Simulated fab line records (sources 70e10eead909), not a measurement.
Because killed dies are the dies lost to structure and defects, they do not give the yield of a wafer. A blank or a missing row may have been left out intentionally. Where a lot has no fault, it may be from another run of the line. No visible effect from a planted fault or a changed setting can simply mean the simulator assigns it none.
What tool caused it? | flow nandHarc | 72 wafers from 24 lots sampled at 6 of the route's 1302 steps

WHAT EACH GAUGE READ, for each wafer
The record holds no reading of a measuring or inspecting step that can be judged against a usual standard deviation.

WHAT TOOL EACH LOT RAN ON (gives the tool, then ch and the chambers of the sampled wafers, and finally the start)
lot  | NHARC_P_M1_ETCH_28                           | NHARC_P_M1_PRE_CLEAN_30                | NHARC_P_M2_PVD_20                      | NHARC_P_M2_PRE_CLEAN_32         | NHARC_P_BONDPAD_PVD_27                 | NHARC_A_ZERO_WELL_DESCUM_12
L074 | rieDiel-10 ch 1,3, day 6 22:37 or earlier    | pvdSputter-01, day 6 22:37 or earlier  | pvdSputter-01, day 6 22:37 or earlier  | pecvd-02 ch 0,1,2, day 6 22:37  | pvdSputter-02, day 7 04:35 or earlier  | rieDiel-07 ch 1,2,3, day 7 04:35
L075 | rieDiel-03 ch 1,2,3, day 7 00:05 or earlier  | pvdSputter-03, day 7 00:05 or earlier  | pvdSputter-02, day 7 00:05 or earlier  | pecvd-03 ch 0,1, day 7 00:05    | pvdSputter-01, day 7 05:54 or earlier  | rieDiel-02 ch 0,3, day 7 05:54
L076 | rieDiel-03 ch 1,2,3, day 7 18:08 or earlier  | pvdSputter-01, day 7 18:08 or earlier  | pvdSputter-01, day 7 18:08 or earlier  | pecvd-04 ch 0,1,2, day 7 18:08  | pvdSputter-03, day 8 00:07 or earlier  | rieDiel-07 ch 0,2,3, day 8 00:07
L078 | rieDiel-03 ch 0,1, day 8 07:10 or earlier    | pvdSputter-01, day 8 07:10 or earlier  | pvdSputter-01, day 8 07:10 or earlier  | pecvd-03 ch 0,1, day 8 07:10    | pvdSputter-02, day 8 12:58 or earlier  | rieDiel-02 ch 0,1, day 8 12:58
L077 | rieDiel-10 ch 0,1,2, day 8 07:50 or earlier  | pvdSputter-01, day 8 07:50 or earlier  | pvdSputter-02, day 8 07:50 or earlier  | pecvd-03 ch 0,2, day 8 07:50    | pvdSputter-02, day 8 13:31 or earlier  | rieDiel-02 ch 0,1,2, day 8 13:31
L079 | rieDiel-10 ch 1,2,3, day 8 20:08 or earlier  | pvdSputter-03, day 8 20:08 or earlier  | pvdSputter-03, day 8 20:08 or earlier  | pecvd-04 ch 0,1,2, day 8 20:08  | pvdSputter-02, day 9 02:08 or earlier  | rieDiel-02 ch 0,1, day 9 02:08
L081 | rieDiel-10 ch 0,2,3, day 9 09:18 or earlier  | pvdSputter-02, day 9 09:18 or earlier  | pvdSputter-02, day 9 09:18 or earlier  | pecvd-03 ch 0,1,2, day 9 09:18  | pvdSputter-03, day 9 15:14 or earlier  | rieDiel-07 ch 0,2, day 9 15:14
L080 | rieDiel-04 ch 0,1, day 9 11:33 or earlier    | pvdSputter-01, day 9 11:33 or earlier  | pvdSputter-03, day 9 11:33 or earlier  | pecvd-02 ch 1,2, day 9 11:33    | pvdSputter-02, day 9 17:38 or earlier  | rieDiel-07 ch 1,2, day 9 17:38
L082 | rieDiel-10 ch 0,1, day 10 01:13 or earlier   | pvdSputter-02, day 10 01:13 or earlier | pvdSputter-03, day 10 01:13 or earlier | pecvd-04 ch 1,2, day 10 01:13   | pvdSputter-03, day 10 07:07 or earlier | rieDiel-07 ch 0,2,3, day 10 07:07
L083 | rieDiel-04 ch 2,3, day 10 07:44 or earlier   | pvdSputter-03, day 10 07:44 or earlier | pvdSputter-03, day 10 07:44 or earlier | pecvd-03 ch 0,1,2, day 10 07:44 | pvdSputter-03, day 10 13:50 or earlier | rieDiel-07 ch 1,2, day 10 13:50
L084 | rieDiel-03 ch 1,3, day 11 01:35 or earlier   | pvdSputter-03, day 11 01:35 or earlier | pvdSputter-03, day 11 01:35 or earlier | pecvd-02 ch 0,1,2, day 11 01:35 | pvdSputter-02, day 11 07:38 or earlier | rieDiel-07 ch 1,2,3, day 11 07:38
L085 | rieDiel-03 ch 0,1,2, day 11 07:58 or earlier | pvdSputter-01, day 11 07:58 or earlier | pvdSputter-01, day 11 07:58 or earlier | pecvd-04 ch 1,2, day 11 07:58   | pvdSputter-03, day 11 14:35 or earlier | rieDiel-07 ch 1,2,3, day 11 14:35
L086 | rieDiel-03 ch 2,3, day 11 08:36 or earlier   | pvdSputter-03, day 11 08:36 or earlier | pvdSputter-03, day 11 08:36 or earlier | pecvd-03 ch 0,2, day 11 08:36   | pvdSputter-01, day 11 14:50 or earlier | rieDiel-07 ch 0,2, day 11 14:50
L087 | rieDiel-03 ch 0,1,3, day 12 10:47 or earlier | pvdSputter-02, day 12 10:47 or earlier | pvdSputter-03, day 12 10:47 or earlier | pecvd-02 ch 1,2, day 12 10:47   | pvdSputter-01, day 12 16:50 or earlier | rieDiel-02 ch 1,2,3, day 12 16:50
L088 | rieDiel-04 ch 0,2,3, day 12 11:53 or earlier | pvdSputter-02, day 12 11:53 or earlier | pvdSputter-03, day 12 11:53 or earlier | pecvd-03 ch 0,1, day 12 11:53   | pvdSputter-03, day 12 18:03 or earlier | rieDiel-07 ch 1,2,3, day 12 18:03
L089 | rieDiel-03 ch 1,2,3, day 12 16:20 or earlier | pvdSputter-02, day 12 16:20 or earlier | pvdSputter-01, day 12 16:20 or earlier | pecvd-03 ch 1,2, day 12 16:20   | pvdSputter-01, day 12 22:17 or earlier | rieDiel-07 ch 0,1,3, day 12 22:17
L090 | rieDiel-10 ch 0,1,3, day 13 07:35 or earlier | pvdSputter-03, day 13 07:35 or earlier | pvdSputter-02, day 13 07:35 or earlier | pecvd-04 ch 0,2, day 13 07:35   | pvdSputter-01, day 13 13:37 or earlier | rieDiel-02 ch 0,2,3, day 13 13:37
L091 | rieDiel-03 ch 2,3, day 13 17:41 or earlier   | pvdSputter-01, day 13 17:41 or earlier | pvdSputter-01, day 13 17:41 or earlier | pecvd-04 ch 0,1, day 13 17:41   | pvdSputter-01, day 13 23:35 or earlier | rieDiel-02 ch 0,2,3, day 13 23:35
L092 | rieDiel-04 ch 0,1,2, day 14 14:43 or earlier | pvdSputter-01, day 14 14:43 or earlier | pvdSputter-02, day 14 14:43 or earlier | pecvd-03 ch 0,2, day 14 14:43   | pvdSputter-03, day 14 20:33 or earlier | rieDiel-07 ch 1,2,3, day 14 20:33
L093 | rieDiel-03 ch 0,1, day 14 18:52 or earlier   | pvdSputter-01, day 14 18:52 or earlier | pvdSputter-02, day 14 18:52 or earlier | pecvd-02 ch 1,2, day 14 18:52   | pvdSputter-03, day 15 01:01 or earlier | rieDiel-07 ch 0,2,3, day 15 01:01
L094 | rieDiel-10 ch 0,2, day 14 22:23 or earlier   | pvdSputter-03, day 14 22:23 or earlier | pvdSputter-02, day 14 22:23 or earlier | pecvd-02 ch 0,1,2, day 14 22:23 | pvdSputter-03, day 15 04:24 or earlier | rieDiel-07 ch 0,1,2, day 15 04:24
L095 | rieDiel-03 ch 0,2, day 15 13:40 or earlier   | pvdSputter-03, day 15 13:40 or earlier | pvdSputter-02, day 15 13:40 or earlier | pecvd-04 ch 0,2, day 15 13:40   | pvdSputter-02, day 15 19:30 or earlier | rieDiel-07 ch 0,2,3, day 15 19:30
L096 | rieDiel-03 ch 0,2,3, day 15 18:06 or earlier | pvdSputter-01, day 15 18:06 or earlier | pvdSputter-01, day 15 18:06 or earlier | pecvd-02 ch 1,2, day 15 18:06   | pvdSputter-01, day 16 00:04 or earlier | rieDiel-07 ch 0,2,3, day 16 00:04
L097 | rieDiel-03 ch 0,2,3, day 15 22:23 or earlier | pvdSputter-01, day 15 22:23 or earlier | pvdSputter-02, day 15 22:23 or earlier | pecvd-03 ch 1,2, day 15 22:23   | pvdSputter-02, day 16 04:20 or earlier | rieDiel-07 ch 0,1,2, day 16 04:20
- NHARC_P_M1_ETCH_28: etches the open film in CF4/N2, target depth 30 nm, time 72.99 s.
- NHARC_P_M1_PRE_CLEAN_30: time 30 s.
- NHARC_P_M2_PVD_20: deposits TaN, target thk 5 nm, time 8.06 s.
- NHARC_P_M2_PRE_CLEAN_32: time 12 s.
- NHARC_P_BONDPAD_PVD_27: deposits Cu, target thk 30 nm, time 20.49 s.
- NHARC_A_ZERO_WELL_DESCUM_12: chemistry O2, time 3 s.

AS READ BY THE TOOLS THEMSELVES (means over the sampled wafers that have a number; for cases with no such wafer, the mark the record gives instead)
NHARC_P_M1_ETCH_28.
lot  | tool       | drypumpMotorCurrentA (A) | mfcArSccm (sccm) | oesProductAu (a.u.) | rfVppV (V) | showerheadPlenumPTorr (Torr) | throttleValvePct (%)
L074 | rieDiel-10 | 5.7                      | 150.1            | 1.018               | 316.5      | 2.77                         | 19.796
L075 | rieDiel-03 | 6.0                      | 150.0            | 0.995               | 314.9      | 2.64                         | 19.796
L076 | rieDiel-03 | 6.0                      | 149.5            | 0.999               | 314.3      | 2.64                         | 19.803
L078 | rieDiel-03 | 5.8                      | 149.6            | 1.018               | 315.2      | 2.66                         | 19.792
L077 | rieDiel-10 | 5.8                      | 149.6            | 0.992               | 315.2      | 2.65                         | 19.790
L079 | rieDiel-10 | 5.7                      | 150.5            | 1.012               | 315.7      | 2.72                         | 19.797
L081 | rieDiel-10 | 5.9                      | 149.7            | 1.006               | 314.6      | 2.63                         | 19.795
L080 | rieDiel-04 | 5.7                      | 150.0            | 0.998               | 312.9      | 2.53                         | 19.798
L082 | rieDiel-10 | 5.9                      | 149.6            | 0.994               | 314.3      | 2.63                         | 19.802
L083 | rieDiel-04 | 6.1                      | 149.8            | 1.004               | 311.4      | 2.47                         | 19.807
L084 | rieDiel-03 | 5.7                      | 150.2            | 1.003               | 314.6      | 2.62                         | 19.789
L085 | rieDiel-03 | 6.1                      | 149.7            | 1.000               | 314.7      | 2.64                         | 19.801
L086 | rieDiel-03 | 5.8                      | 150.5            | 1.006               | 314.5      | 2.69                         | 19.792
L087 | rieDiel-03 | 5.7                      | 149.6            | 1.004               | 313.9      | 2.66                         | 19.793
L088 | rieDiel-04 | 5.9                      | 150.3            | 1.003               | 312.3      | 2.50                         | 19.803
L089 | rieDiel-03 | 6.0                      | 150.3            | 1.003               | 314.5      | 2.63                         | 19.804
L090 | rieDiel-10 | 5.8                      | 150.1            | 1.003               | 315.4      | 2.70                         | 19.797
L091 | rieDiel-03 | 5.8                      | 149.8            | 1.005               | 315.0      | 2.68                         | 19.807
L092 | rieDiel-04 | 5.8                      | 149.8            | 0.994               | 312.3      | 2.50                         | 19.786
L093 | rieDiel-03 | 5.8                      | 149.9            | 1.008               | 313.8      | 2.61                         | 19.798
L094 | rieDiel-10 | 6.1                      | 149.7            | 0.996               | 313.7      | 2.56                         | 19.803
L095 | rieDiel-03 | 6.3                      | 149.9            | 1.022               | 314.6      | 2.65                         | 19.790
L096 | rieDiel-03 | 5.9                      | 150.3            | 1.011               | 314.6      | 2.68                         | 19.793
L097 | rieDiel-03 | 5.9                      | 149.7            | 0.997               | 315.1      | 2.68                         | 19.797

NHARC_P_M1_PRE_CLEAN_30.
lot  | tool          | heaterPowerW (W)
L074 | pvdSputter-01 | 388
L075 | pvdSputter-03 | 408
L076 | pvdSputter-01 | 409
L078 | pvdSputter-01 | 423
L077 | pvdSputter-01 | 415
L079 | pvdSputter-03 | 391
L081 | pvdSputter-02 | 385
L080 | pvdSputter-01 | 433
L082 | pvdSputter-02 | 403
L083 | pvdSputter-03 | 374
L084 | pvdSputter-03 | 395
L085 | pvdSputter-01 | 382
L086 | pvdSputter-03 | 385
L087 | pvdSputter-02 | 410
L088 | pvdSputter-02 | 416
L089 | pvdSputter-02 | 399
L090 | pvdSputter-03 | 366
L091 | pvdSputter-01 | 383
L092 | pvdSputter-01 | 419
L093 | pvdSputter-01 | 400
L094 | pvdSputter-03 | 391
L095 | pvdSputter-03 | 365
L096 | pvdSputter-01 | 384
L097 | pvdSputter-01 | 389

NHARC_P_M2_PVD_20.
lot  | tool          | throttleValvePct (%)
L074 | pvdSputter-01 | 28.4
L075 | pvdSputter-02 | 29.2
L076 | pvdSputter-01 | 29.1
L078 | pvdSputter-01 | 29.0
L077 | pvdSputter-02 | 28.6
L079 | pvdSputter-03 | 29.5
L081 | pvdSputter-02 | 28.5
L080 | pvdSputter-03 | 29.5
L082 | pvdSputter-03 | 29.4
L083 | pvdSputter-03 | 29.9
L084 | pvdSputter-03 | 29.3
L085 | pvdSputter-01 | 29.2
L086 | pvdSputter-03 | 29.5
L087 | pvdSputter-03 | 29.4
L088 | pvdSputter-03 | 29.5
L089 | pvdSputter-01 | 29.1
L090 | pvdSputter-02 | 29.5
L091 | pvdSputter-01 | 29.2
L092 | pvdSputter-02 | 28.9
L093 | pvdSputter-02 | 30.2
L094 | pvdSputter-02 | 28.1
L095 | pvdSputter-02 | 29.3
L096 | pvdSputter-01 | 29.1
L097 | pvdSputter-02 | 28.1

NHARC_P_M2_PRE_CLEAN_32.
lot  | tool     | heaterPowerW (W)
L074 | pecvd-02 | 660
L075 | pecvd-03 | 581
L076 | pecvd-04 | 629
L078 | pecvd-03 | 602
L077 | pecvd-03 | 674
L079 | pecvd-04 | 660
L081 | pecvd-03 | 652
L080 | pecvd-02 | 676
L082 | pecvd-04 | 733
L083 | pecvd-03 | 581
L084 | pecvd-02 | 637
L085 | pecvd-04 | 610
L086 | pecvd-03 | 678
L087 | pecvd-02 | 659
L088 | pecvd-03 | 603
L089 | pecvd-03 | 616
L090 | pecvd-04 | 543
L091 | pecvd-04 | 710
L092 | pecvd-03 | 636
L093 | pecvd-02 | 645
L094 | pecvd-02 | 695
L095 | pecvd-04 | 546
L096 | pecvd-02 | 648
L097 | pecvd-03 | 606

NHARC_P_BONDPAD_PVD_27.
lot  | tool          | throttleValvePct (%)
L074 | pvdSputter-02 | 30.3
L075 | pvdSputter-01 | 28.9
L076 | pvdSputter-03 | 29.9
L078 | pvdSputter-02 | 28.6
L077 | pvdSputter-02 | 29.5
L079 | pvdSputter-02 | 29.2
L081 | pvdSputter-03 | 29.6
L080 | pvdSputter-02 | 30.1
L082 | pvdSputter-03 | 29.2
L083 | pvdSputter-03 | 29.2
L084 | pvdSputter-02 | 30.0
L085 | pvdSputter-03 | 29.6
L086 | pvdSputter-01 | 29.3
L087 | pvdSputter-01 | 29.2
L088 | pvdSputter-03 | 29.5
L089 | pvdSputter-01 | 29.3
L090 | pvdSputter-01 | 29.3
L091 | pvdSputter-01 | 29.1
L092 | pvdSputter-03 | 29.2
L093 | pvdSputter-03 | 29.5
L094 | pvdSputter-03 | 29.3
L095 | pvdSputter-02 | 30.4
L096 | pvdSputter-01 | 29.4
L097 | pvdSputter-02 | 30.1

NHARC_A_ZERO_WELL_DESCUM_12.
lot  | tool       | drypumpMotorCurrentA (A) | mfcArSccm (sccm) | oesProductAu (a.u.) | rfVppV (V) | showerheadPlenumPTorr (Torr) | throttleValvePct (%)
L074 | rieDiel-07 | 5.83                     | 0.001            | 0.993               | 57.7       | 1.92                         | 11.313
L075 | rieDiel-02 | 5.90                     | 0.009            | 0.986               | 57.5       | 1.89                         | 11.313
L076 | rieDiel-07 | 5.94                     | 0.006            | 1.005               | 57.7       | 1.97                         | 11.312
L078 | rieDiel-02 | 5.89                     | 0.011            | 0.988               | 57.6       | 1.96                         | 11.312
L077 | rieDiel-02 | 5.82                     | 0.005            | 0.986               | 57.8       | 1.88                         | 11.315
L079 | rieDiel-02 | 5.77                     | 0.005            | 0.978               | 57.8       | 1.88                         | 11.315
L081 | rieDiel-07 | 5.91                     | 0.004            | 1.011               | 57.6       | 1.89                         | 11.309
L080 | rieDiel-07 | 5.78                     | 0.000            | 0.989               | 57.7       | 1.84                         | 11.308
L082 | rieDiel-07 | 5.93                     | 0.006            | 1.011               | 57.9       | 1.97                         | 11.311
L083 | rieDiel-07 | 5.85                     | 0.000            | 0.987               | 57.4       | 1.85                         | 11.300
L084 | rieDiel-07 | 5.83                     | 0.001            | 0.996               | 58.3       | 1.92                         | 11.313
L085 | rieDiel-07 | 5.83                     | 0.001            | 1.002               | 58.0       | 1.92                         | 11.318
L086 | rieDiel-07 | 5.91                     | 0.004            | 1.005               | 57.3       | 1.89                         | 11.321
L087 | rieDiel-02 | 5.78                     | 0.002            | 1.003               | 56.9       | 1.80                         | 11.316
L088 | rieDiel-07 | 5.82                     | 0.001            | 1.000               | 57.6       | 1.91                         | 11.316
L089 | rieDiel-07 | 6.02                     | 0.006            | 1.003               | 58.2       | 1.97                         | 11.312
L090 | rieDiel-02 | 5.87                     | 0.007            | 0.990               | 57.2       | 1.88                         | 11.305
L091 | rieDiel-02 | 5.87                     | 0.007            | 0.992               | 58.1       | 1.88                         | 11.312
L092 | rieDiel-07 | 5.82                     | 0.001            | 0.994               | 58.1       | 1.91                         | 11.311
L093 | rieDiel-07 | 5.93                     | 0.006            | 1.003               | 58.4       | 1.96                         | 11.304
L094 | rieDiel-07 | 5.97                     | 0.004            | 1.019               | 57.2       | 1.89                         | 11.328
L095 | rieDiel-07 | 5.94                     | 0.006            | 1.022               | 57.6       | 1.96                         | 11.316
L096 | rieDiel-07 | 5.95                     | 0.006            | 1.015               | 58.4       | 1.96                         | 11.307
L097 | rieDiel-07 | 5.98                     | 0.004            | 1.011               | 57.5       | 1.89                         | 11.315

THE ANSWER, worked out from the rows above alone
Rule: the usual values come from the lots themselves. The widest of any qualifying gaps counts: lots, ordered by their means at a reading, are off when they make up no more than a third of the lots, leave a main group of 4 or more, and stand apart from it by 3 or more times the standard deviation of that group's means. A main group whose means are all the same, to the digits that the tables above print for the reading, isn't used. Also off: a lot with no number at a reading for which 4 or more lots have one. Where the step has rows for the other lots, those lots are counted as sound. Order of review: gauges by route order, followed by the tools' own readings, for which a lot's mean as printed above is used. The first step at which some lot is off is used, and at that step the reading that is off furthest; a lot without a number counts as furthest.
No lot is off at any reading shown: from this, nothing can be told.

WHAT THE SIMULATOR PUT IN
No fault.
